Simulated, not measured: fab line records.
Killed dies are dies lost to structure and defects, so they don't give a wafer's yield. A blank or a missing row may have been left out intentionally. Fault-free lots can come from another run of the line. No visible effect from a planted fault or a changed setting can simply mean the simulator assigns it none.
fab line records	flow n5Finfet
[record] lots = 7	wafers = 18	lastDay = 19
route steps=1938 shown BEOL_M6@1243 PASSIVATION@1936
lots untouched by any fault: they come from a run of this same line in which no faults occurred
startH: hours from the record's first day to the start of the lot's first wafer shown	waitH: hours from the lot's prior step to this one	" as in the row above	L1.1+2: several wafers, shown together as one row	- no value, or no start was given	* or withheld: withheld	< > ~ a bound
route shown NAME@n: NAME is a module with steps in the file, n the number in the route of the first one	usual: mean and standard deviation over wafers with no fault	same: alike in all rows	chamber/n: place in a boat	sites: readings site by site	_std_site: their standard deviation	_edge_site: inner sites' mean taken away from outer sites' mean	radiusMm: how far each site lies from the wafer's centre	mask NAME#n: copy n	behind: tool/chamber where the wafer was last shaped	hold: reason for holding the lot/hours on hold/outcome of the hold	device: which transistor (n, p or np) failed to switch	end of line: the same wafers' tests at the end of the route	step lacking rows: just its recipe	killed: the dies lost at the first sort to structure and to defects; this is not the yield of the wafer	map: shows each die of a wafer: x if killed, . if not, _ if none is there
set.NAME: the run value of the setting; set.NAME@STEP: its run value at that earlier step	model.NAME: the simulator's own value behind a step, which no gauge read
certain route steps with their lots: each step a table, each wafer a row
services: when a tool's chamber went out of use (startH, in hours from the record's first day, below 0 if earlier), for how many hours, and the reason
[[steps]]
[step N5_BEOL_M6_HM_STRIP_39]
[recipe] chemistry = peroxideTinStrip	material = TiN	targetDepthA = 250	tempC = 50	timeS = 158
[step N5_BEOL_M6_SRD_40]
[recipe] timeS = 30	tempC = 23	rinseLiquid = diw	dry = ipaMarangoni
[step N5_BEOL_M6_PRECLEAN_42]
[recipe] chemistry = residueRemover	timeS = 60	tempC = 40
[step N5_BEOL_M6_SRD_43]
[recipe] timeS = 30	tempC = 23	rinseLiquid = diw	dry = ipaMarangoni
[step N5_BEOL_M6_CD_MEAS_35]
[recipe] targetCdNm = 40	targetCdYNm = 28	polarity = opening
[usual] cdNm = 39.8/0.69
lot.wafer	tool	chamber	startH	waitH	cdNm
L772.2	cdSem-03	-	225.21	0.0	39.6
L772.4	"	-	"	"	40.0
L772.6	"	-	"	"	39.7
L778.2	cdSem-03	-	259.50	0.0	40.6
L778.5	"	-	"	"	39.8
L778.6	"	-	"	"	39.8
L783.1	cdSem-02	-	274.77	0.0	40.0
L783.3	"	-	"	"	39.5
L783.5	"	-	"	"	40.5
L788.3	cdSem-03	-	315.18	0.0	41.0
L788.5	"	-	"	"	40.5
L792.2	cdSem-01	-	336.64	0.0	39.2
L792.6	"	-	"	"	39.3
L794.2	cdSem-02	-	342.56	0.0	40.6
L794.5	"	-	"	"	39.9
L795.2	cdSem-02	-	362.40	0.0	39.6
L795.4	"	-	"	"	40.3
L795.5	"	-	"	"	39.5
[step N5_BEOL_M6_CURE_75]
[recipe] tempC = 370	timeS = 120	ambient = DMADMS/He	material = SiCOH_lowk
[usual] lampPowerPct = 52.31/0.051	wafer_temp_C_max = 371.6/0.56
lot.wafer	tool	chamber	startH	waitH	lampPowerPct	wafer_temp_C_max
L772.2	uvCure-03	1	225.30	0.1	52.29	370.8
L772.4	"	1	"	"	52.25	370.7
L772.6	"	1	"	"	52.32	370.7
L778.2	uvCure-01	0	259.77	0.3	52.28	371.5
L778.5	"	0	"	"	52.31	372.3
L778.6	"	0	"	"	52.33	371.3
L783.1	uvCure-03	0	274.81	0.0	52.41	371.9
L783.3	"	0	"	"	52.38	372.0
L783.5	"	0	"	"	52.28	371.7
L788.3	uvCure-03	2	315.42	0.2	52.31	371.8
L788.5	"	2	"	"	52.38	371.6
L792.2	uvCure-03	1	336.80	0.2	52.37	371.0
L792.6	"	1	"	"	52.35	371.1
L794.2	uvCure-02	2	342.79	0.2	52.25	371.4
L794.5	"	2	"	"	52.40	371.1
L795.2	uvCure-03	0	362.72	0.3	52.28	371.9
L795.4	"	0	"	"	52.24	372.0
L795.5	"	0	"	"	52.35	371.8
[step N5_BEOL_M6_DEGAS_44]
[recipe] ambient = vacuum	tempC = 250	timeS = 60
[step N5_BEOL_M6_PRE_CLEAN_45]
[recipe] gas = H2/He	timeS = 30	tempC = 250
[usual] heaterPowerW = 318/37
lot.wafer	tool	chamber	startH	waitH	heaterPowerW
L772.2	pvdSputter-02	-	225.80	0.0	265
L772.4	"	-	"	"	326
L772.6	"	-	"	"	339
L778.2	pvdSputter-01	-	260.96	0.0	267
L778.5	"	-	"	"	380
L778.6	"	-	"	"	264
L783.1	pvdSputter-01	-	275.92	0.0	359
L783.3	"	-	"	"	266
L783.5	"	-	"	"	291
L788.3	pvdSputter-02	-	315.88	0.0	298
L788.5	"	-	"	"	358
L792.2	pvdSputter-02	-	338.72	0.0	300
L792.6	"	-	"	"	337
L794.2	pvdSputter-01	-	343.30	0.0	266
L794.5	"	-	"	"	258
L795.2	pvdSputter-03	-	363.11	0.0	326
L795.4	"	-	"	"	335
L795.5	"	-	"	"	336
[step N5_BEOL_M6_ALD_77]
[recipe] material = TaN	targetThkA = 20	tempC = 275	aldPrecursorFamily = PDMAT	aldCoReactant = NH3	pressureTorr = 3	carrierFlowSccm = 1500	pulseTimeS = 2	purgeTimeS = 3	coReactantPurgeTimeS = 2	coReactantPulseTimeS = 3	aldCycles = 40	precursorVesselTempC = 75	precursorVesselPressureTorr = 26.25	precursorVesselCarrierSccm = 1000
[step N5_BEOL_M6_SURFACE_TREAT_79]
[recipe] gas = Ar	timeS = *	ionEnergyEv = *	ionCurrentMaCm2 = 0.5	pressureMtorr = *	arFlowSccm = 30
[usual] throttleValvePct = *
lot.wafer	tool	chamber	startH	waitH	throttleValvePct
L772.2	pvdSputter-01	-	227.06	1.0	*
L772.4	"	-	"	"	*
L772.6	"	-	"	"	*
L778.2	pvdSputter-01	-	261.34	0.2	*
L778.5	"	-	"	"	*
L778.6	"	-	"	"	*
L783.1	pvdSputter-01	-	276.27	0.2	*
L783.3	"	-	"	"	*
L783.5	"	-	"	"	*
L788.3	pvdSputter-01	-	316.24	0.2	*
L788.5	"	-	"	"	*
L792.2	pvdSputter-01	-	339.28	0.3	*
L792.6	"	-	"	"	*
L794.2	pvdSputter-01	-	344.06	0.4	*
L794.5	"	-	"	"	*
L795.2	pvdSputter-03	-	363.47	0.2	*
L795.4	"	-	"	"	*
L795.5	"	-	"	"	*
[step N5_BEOL_M6_CVD_78]
[recipe] material = Co	targetThkA = 20	tempC = withheld	precursor = CCTBA/H2	pressureTorr = 30	timeS = 142.3
[step N5_BEOL_M6_SPUTTER_48]
[recipe] material = Cu	targetThkA = 100	tempC = -20	biasV = 60	powerW = 26000	chamberPressurePa = 0.13	timeS = 1.667
[usual] chuckGasFlowSccm = 1.26/0.052	throttleValvePct = 30.4/1.4
lot.wafer	tool	chamber	startH	waitH	chuckGasFlowSccm	throttleValvePct
L772.2	pvdSputter-01	-	227.68	0.3	1.29	29.6
L772.4	"	-	"	"	1.25	30.7
L772.6	"	-	"	"	1.24	29.6
L778.2	pvdSputter-01	-	261.81	0.3	1.27	30.5
L778.5	"	-	"	"	1.27	30.4
L778.6	"	-	"	"	1.27	31.4
L783.1	pvdSputter-01	-	276.47	0.1	1.20	31.2
L783.3	"	-	"	"	1.40	29.3
L783.5	"	-	"	"	1.29	33.1
L788.3	pvdSputter-03	-	316.48	0.1	1.26	29.8
L788.5	"	-	"	"	1.31	28.1
L792.2	pvdSputter-01	-	339.48	0.1	1.27	33.0
L792.6	"	-	"	"	1.24	31.2
L794.2	pvdSputter-02	-	344.72	0.4	1.16	30.7
L794.5	"	-	"	"	1.31	30.1
L795.2	pvdSputter-03	-	363.87	0.1	1.28	28.1
L795.4	"	-	"	"	1.23	30.0
L795.5	"	-	"	"	1.32	28.0
[step N5_BEOL_M6_ECD_50]
[recipe] material = Cu	targetThkA = 3000
lot.wafer	tool	chamber	startH	waitH	model.Cu_of_BEOL_M6_ECD_50.thkNm
L772.2	ecdCu-01	0	227.81	0.1	300.2
L772.4	"	0	"	"	299
L772.6	"	1	"	"	305.2
L778.2	ecdCu-01	0	261.94	0.1	296
L778.5	"	1	"	"	298.8
L778.6	"	0	"	"	298.6
L783.1	ecdCu-01	1	276.59	0.1	306.2
L783.3	"	1	"	"	301.2
L783.5	"	1	"	"	303
L788.3	ecdCu-01	1	316.62	0.1	299.8
L788.5	"	0	"	"	408.8
L792.2	ecdCu-01	0	339.60	0.1	407.2
L792.6	"	0	"	"	297.4
L794.2	ecdCu-01	0	344.84	0.1	406.8
L794.5	"	0	"	"	408.2
L795.2	ecdCu-02	1	363.98	0.1	297
L795.4	"	0	"	"	296
L795.5	"	0	"	"	302.2
[step N5_BEOL_M6_ANNEAL_51]
[recipe] tempC = 225	timeS = 90	ambient = N2
[usual] wafer_temp_C_max = 225.86/0.29
lot.wafer	tool	chamber	startH	waitH	wafer_temp_C_max
L772.2	rtpAnneal-01	0	227.99	0.2	225.82
L772.4	"	0	"	"	225.87
L772.6	"	0	"	"	225.57
L778.2	rtpAnneal-02	0	262.08	0.1	225.93
L778.5	"	0	"	"	226.13
L778.6	"	0	"	"	225.78
L783.1	rtpAnneal-02	0	276.68	0.1	225.97
L783.3	"	0	"	"	225.86
L783.5	"	0	"	"	226.00
L788.3	rtpAnneal-02	0	316.86	0.2	226.27
L788.5	"	0	"	"	226.21
L792.2	rtpAnneal-01	0	340.10	0.5	225.82
L792.6	"	0	"	"	225.56
L794.2	rtpAnneal-02	0	345.41	0.6	226.36
L794.5	"	0	"	"	225.89
L795.2	rtpAnneal-02	0	364.84	0.8	225.85
L795.4	"	0	"	"	226.23
L795.5	"	0	"	"	226.05
[step N5_BEOL_M6_CMP_52]
[recipe] stopOn = SiCOH_lowk	tOverpolishS = 6.9	downForcePsi = 1	platenRpm = 50	clearingPlatenDownForcePsi = 1.5	clearingPlatenRpm = 50	postCmpClean = cuAlkaline	targetThkNm = 80	clearingPlatenPadVelocityMS = 0.99484	padVelocityMS = 0.99484
[usual] edgeZonePressureFrac = 1.000/0.0053	motorCurrentA = 6.1/0.45	retainingRingPressureFrac = 1.000/0.0048	timeToEndpointS = 61/3.6
lot.wafer	tool	chamber	startH	waitH	edgeZonePressureFrac	motorCurrentA	retainingRingPressureFrac	timeToEndpointS
L772.4	cmp-04	1	228.51	0.2	1.003	6.7	1.002	57
L772.2	"	2	"	"	1.008	5.9	1.005	65
L772.6	"	1	"	"	0.994	6.9	1.010	63
L778.2	cmp-04	3	262.44	0.3	0.997	5.5	0.995	68
L778.6	"	0	"	"	0.994	6.0	1.007	69
L778.5	"	1	"	"	1.002	6.9	0.998	62
L783.1	cmp-02	3	276.98	0.3	0.999	5.6	1.009	61
L783.3	"	2	"	"	1.006	6.8	1.002	64
L783.5	"	0	"	"	0.990	6.5	1.005	60
L788.3	cmp-01	0	317.18	0.3	1.003	6.5	1.001	61
L788.5	"	1	"	"	0.996	5.9	0.989	87
L792.2	cmp-04	0	340.41	0.3	0.999	5.9	1.001	81
L792.6	"	3	"	"	0.995	5.5	1.001	60
L794.2	cmp-04	0	345.72	0.3	1.003	6.1	1.002	90
L794.5	"	0	"	"	1.016	6.2	1.005	88
L795.2	cmp-01	3	365.17	0.3	1.003	5.4	0.999	60
L795.4	"	0	"	"	1.006	6.2	1.002	60
L795.5	"	2	"	"	0.996	6.6	1.000	61
[step N5_BEOL_M6_THK_MEAS_53]
[recipe] thkMeasGauge = xrf	reads = Cu_of_BEOL_M6_ECD_50
[usual] M6_THK = 79.9/2.3
lot.wafer	tool	chamber	startH	waitH	M6_THK[nm]
L772.2	filmMetro-02	-	228.77	-	80.0
L772.4	"	-	"	"	79.6
L772.6	"	-	"	"	80.2
L778.2	filmMetro-02	-	262.62	-	82.0
L778.5	"	-	"	"	79.5
L778.6	"	-	"	"	80.5
L783.1	filmMetro-01	-	277.27	-	82.8
L783.3	"	-	"	"	82.4
L783.5	"	-	"	"	75.6
L788.3	filmMetro-02	-	317.37	-	81.1
L788.5	"	-	"	"	79.7
L792.2	filmMetro-02	-	340.67	-	82.3
L792.6	"	-	"	"	77.9
L794.2	filmMetro-01	-	345.97	-	81.5
L794.5	"	-	"	"	81.3
L795.2	filmMetro-02	-	365.39	-	81.4
L795.4	"	-	"	"	83.4
L795.5	"	-	"	"	82.5
[step N5_PASSIVATION_PROBE_49]
[usual] defectLimitedYield = 91.0/1.4	killed_at_M0_to_M3 = 33/11	killed_at_M4_up = 14/5	killedAtContacts = 11/7.3	killedAtFrontEnd = 43/12	killedAtOther = 4/3.1	killedDies = 106/17	killedOpen = 69/13	killedShort = 34/8.7	sort_bin_5_function = 5.2/0.96	sort_bin_6_memory = 3.3/0.66	sort_bin_8_speed = 0.00/0.012	sortNPass = 1074/17	sortYieldPct = 91.0/1.4
[same] grossDies = 1180	killedAtBackSide = 0	sort_bin_4_leakage[%] = 0
lot.wafer	tool	chamber	startH	waitH	defectLimitedYield[%]	killed_at_M0_to_M3	killed_at_M4_up	killedAtContacts	killedAtFrontEnd	killedAtOther	killedDies	killedOpen	killedShort	sort_bin_5_function[%]	sort_bin_6_memory[%]	sort_bin_8_speed[%]	sortNPass	sortYieldPct[%]
L772.2	prober-01	-	326.52	0.1	92.9	18	10	16	36	4	84	60	24	3.6	3.2	0	1096	92.9
L772.4	prober-01	-	326.62	0.2	92.8	20	10	8	43	4	85	54	31	4.3	2.2	0	1095	92.8
L772.6	prober-01	-	326.72	0.3	90.2	22	18	4	66	6	116	73	40	5.9	3.5	0	1064	90.2
L778.2	prober-01	-	349.18	0.1	89.3	60	10	9	41	6	126	70	56	5.8	4.5	0	1054	89.3
L778.5	prober-01	-	349.33	0.2	92.6	22	10	11	39	5	87	61	26	4.1	3.1	0	1093	92.6
L778.6	prober-01	-	349.38	0.3	91.7	34	18	5	35	6	98	58	33	4.8	2.9	0	1082	91.7
L783.1	prober-02	-	357.31	0.0	91.1	39	11	10	38	7	105	75	30	5.4	3.2	0	1075	91.1
L783.3	prober-02	-	357.41	0.1	90.6	28	9	8	52	14	111	67	42	5.0	3.6	0	1069	90.6
L783.5	prober-02	-	357.51	0.2	90.6	42	7	6	53	3	111	66	44	5.7	3.3	0	1069	90.6
L792.2	prober-01	-	438.23	0.1	93.6	32	17	5	18	3	75	59	14	3.7	2.5	0	1105	93.6
L792.6	prober-01	-	438.43	0.3	89.1	45	29	14	38	3	129	88	35	6.2	4.3	0	1051	89.1
L794.2	prober-02	-	438.54	0.1	92.5	30	9	4	37	8	88	65	22	3.5	3.5	0	1092	92.5
L794.5	prober-02	-	438.69	0.2	90.8	31	5	13	55	5	109	68	41	5.9	2.9	0	1071	90.8
L795.2	prober-01	-	450.84	0.1	90.3	19	25	20	50	0	114	80	33	6.4	3.2	0	1066	90.3
L795.4	prober-01	-	450.94	0.2	89.4	37	13	27	44	4	125	77	43	6.1	4.0	0	1055	89.4
L795.5	prober-01	-	450.99	0.2	92.3	17	17	15	38	4	91	63	22	3.9	2.9	0	1089	92.3
// killed by level:class
L772.2 MOL_CONTACT_COAG:geometricParticle:open=13 STI_FIN_REVEAL:geometricParticle:open=10 FIN_SAQP:geometricParticle:open=9 BEOL_M1:geometricParticle:short=5 STI_FIN_REVEAL:geometricParticle:short=5 BEOL_M3:geometricParticle:open=5 FIN_SAQP:geometricParticle:short=4 DUMMY_GATE:geometricParticle:open=4
L772.4 FIN_SAQP:geometricParticle:short=14 STI_FIN_REVEAL:geometricParticle:open=14 MOL_CONTACT_COAG:geometricParticle:open=8 FIN_SAQP:geometricParticle:open=5 STI_FIN_REVEAL:geometricParticle:short=5 BEOL_M1:geometricParticle:open=5 BEOL_M4:geometricParticle:open=5 BEOL_M3:geometricParticle:open=4
L772.6 STI_FIN_REVEAL:geometricParticle:open=18 FIN_SAQP:geometricParticle:open=15 FIN_SAQP:geometricParticle:short=12 BEOL_M0_SAQP:geometricParticle:open=7 BEOL_M4:geometricParticle:open=7 GATE_CUT:geometricParticle:short=6 BEOL_M0_SAQP:geometricParticle:short=5 BEOL_M1:geometricParticle:short=5
L778.2 BEOL_M0_SAQP:geometricParticle:short=21 FIN_SAQP:geometricParticle:open=15 BEOL_M1:geometricParticle:open=12 BEOL_M0_SAQP:geometricParticle:open=10 BEOL_M2:geometricParticle:open=7 FIN_SAQP:geometricParticle:short=5 GATE_CUT:geometricParticle:short=5 MOL_CONTACT_COAG:geometricParticle:open=5
L778.5 STI_FIN_REVEAL:geometricParticle:open=9 MOL_CONTACT_COAG:geometricParticle:open=7 BEOL_M1:geometricParticle:open=6 BEOL_M2:geometricParticle:open=5 STARTING-WAFER:geometricParticle:open=5 DUMMY_GATE:geometricParticle:open=4 GATE_CUT:geometricParticle:open=4 MOL_CONTACT_COAG:geometricParticle:short=4
L778.6 BEOL_M2:geometricParticle:open=10 BEOL_M0_SAQP:geometricParticle:short=7 GATE_CUT:geometricParticle:open=6 BEOL_M4:geometricParticle:open=6 BEOL_M5:geometricParticle:open=6 HKMG_FIN:areaEtch=6 BEOL_M1:geometricParticle:open=5 FIN_SAQP:geometricParticle:short=4
L783.1 STI_FIN_REVEAL:geometricParticle:open=10 MOL_CONTACT_COAG:geometricParticle:open=9 BEOL_M0_SAQP:geometricParticle:short=9 BEOL_M0_SAQP:geometricParticle:open=9 BEOL_M4:geometricParticle:open=7 FIN_SAQP:geometricParticle:open=6 DUMMY_GATE:geometricParticle:open=6 FIN_SAQP:geometricParticle:short=5
L783.3 FIN_SAQP:geometricParticle:short=13 FIN_SAQP:geometricParticle:open=12 STI_FIN_REVEAL:geometricParticle:open=7 MOL_CONTACT_COAG:geometricParticle:open=7 BEOL_M0:geometricParticle:open=7 ILD0:geometricParticle:open=6 BEOL_M0_SAQP:geometricParticle:short=6 PASS1_CAP:geometricParticle:open=6
L783.5 FIN_SAQP:geometricParticle:short=17 BEOL_M0_SAQP:geometricParticle:open=13 FIN_SAQP:geometricParticle:open=12 BEOL_M0_SAQP:geometricParticle:short=8 DUMMY_GATE:geometricParticle:open=7 MOL_CONTACT_COAG:geometricParticle:open=6 BEOL_M3:geometricParticle:open=6 GATE_CUT:geometricParticle:short=5
L792.2 BEOL_M2:geometricParticle:open=9 BEOL_M0_SAQP:geometricParticle:open=7 BEOL_M3:geometricParticle:open=6 BEOL_M7:geometricParticle:open=5 FIN_SAQP:geometricParticle:open=4 MOL_CONTACT_COAG:geometricParticle:open=4 BEOL_M4:geometricParticle:open=4 STI_FIN_REVEAL:geometricParticle:open=3
L792.6 BEOL_M4:geometricParticle:open=14 MOL_CONTACT_COAG:geometricParticle:open=11 BEOL_M2:geometricParticle:open=10 BEOL_M1:geometricParticle:open=8 BEOL_M0_SAQP:geometricParticle:open=7 DUMMY_GATE:geometricParticle:open=6 BEOL_M5:geometricParticle:open=6 STI_FIN_REVEAL:geometricParticle:open=5
L794.2 STI_FIN_REVEAL:geometricParticle:open=12 BEOL_M0_SAQP:geometricParticle:open=10 PASS1_CAP:geometricParticle:short=8 BEOL_M3:geometricParticle:open=7 FIN_SAQP:geometricParticle:short=5 DUMMY_GATE:geometricParticle:open=5 FIN_SAQP:geometricParticle:open=4 MOL_CONTACT_COAG:geometricParticle:open=4
L794.5 FIN_SAQP:geometricParticle:open=16 BEOL_M0_SAQP:geometricParticle:short=11 FIN_SAQP:geometricParticle:short=10 STI_FIN_REVEAL:geometricParticle:open=9 MOL_CONTACT_COAG:geometricParticle:open=9 ILD0:geometricParticle:short=7 BEOL_M3:geometricParticle:open=6 BEOL_M0_SAQP:geometricParticle:open=5
L795.2 MOL_CONTACT_COAG:geometricParticle:open=15 BEOL_M4:geometricParticle:open=11 FIN_SAQP:geometricParticle:open=8 FIN_SAQP:geometricParticle:short=7 BEOL_M5:geometricParticle:open=7 BEOL_M3:geometricParticle:open=6 STARTING-WAFER:geometricParticle:short=6 STI_FIN_REVEAL:geometricParticle:open=5
L795.4 MOL_CONTACT_COAG:geometricParticle:open=17 BEOL_M2:geometricParticle:open=12 MOL_CONTACT_COAG:geometricParticle:short=10 FIN_SAQP:geometricParticle:open=7 ILD0:geometricParticle:open=6 BEOL_M0_SAQP:geometricParticle:open=5 BEOL_M0_SAQP:geometricParticle:short=5 BEOL_M3:geometricParticle:open=5
L795.5 MOL_CONTACT_COAG:geometricParticle:open=13 STI_FIN_REVEAL:geometricParticle:open=9 HKMG_FIN:areaEtch=6 GATE_CUT:geometricParticle:short=5 BEOL_M0_SAQP:geometricParticle:open=4 FIN_SAQP:geometricParticle:open=4 BEOL_M1:geometricParticle:open=4 BEOL_M2:geometricParticle:open=4
[[services]]
tool	chamber	startH	hours	kind
uvCure-03	-	206.31	9.1	repair
cmp-02	-	212.65	4.0	pm
uvCure-01	-	213.41	1.2	repair
cmp-04	-	218.33	4.0	pm
cmp-04	-	222.33	-	consumableReplace:conditioner
cmp-04	-	231.61	7.9	repair
uvCure-03	-	243.33	1.0	pm
cmp-02	-	253.81	1.8	repair
uvCure-01	-	270.15	1.0	pm
cmp-04	-	273.48	0.8	repair
cmp-02	-	276.03	0.5	repair
cmp-02	-	277.21	8.7	pm
uvCure-01	-	298.54	7.7	repair
uvCure-02	-	310.03	0.7	repair
rtpAnneal-01	-	317.71	2.4	pm
cmp-04	-	323.84	1.4	repair
cmp-01	-	327.24	4.1	pm
cmp-01	-	331.60	2.1	repair
cmp-01	-	342.81	4.0	pm
cmp-01	-	346.81	7.1	pm
cmp-04	-	351.66	1.4	repair
pvdSputter-03	-	353.36	1.1	repair
pvdSputter-03	-	355.01	3.2	repair
uvCure-03	-	364.37	2.1	pm
[[key]]
[firstSign] step = N5_BEOL_M6_CMP_52	reading = timeToEndpointS	direction = up	sigmas = 7	usual = *	struck = *
effect none on later readings
[modelEffect] step = N5_BEOL_M6_ECD_50	value = Cu_of_BEOL_M6_ECD_50.thkNm	without = 300	struck = 407.8
metAt N5_BEOL_M6_ECD_50
struckWafers L788.5,L792.2,L794.2,L794.5
onsetBetween 276.59 316.62
[fault] kind = processParameterDrift	tool = ecdCu-01	chamber = -	onsetH = 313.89	steps = N5_BEOL_M6_ECD_50	channel = targetThkA	offset = *	shape = step	endH = 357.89	scope = struckWafersOnly	actsIn = *	stated = *
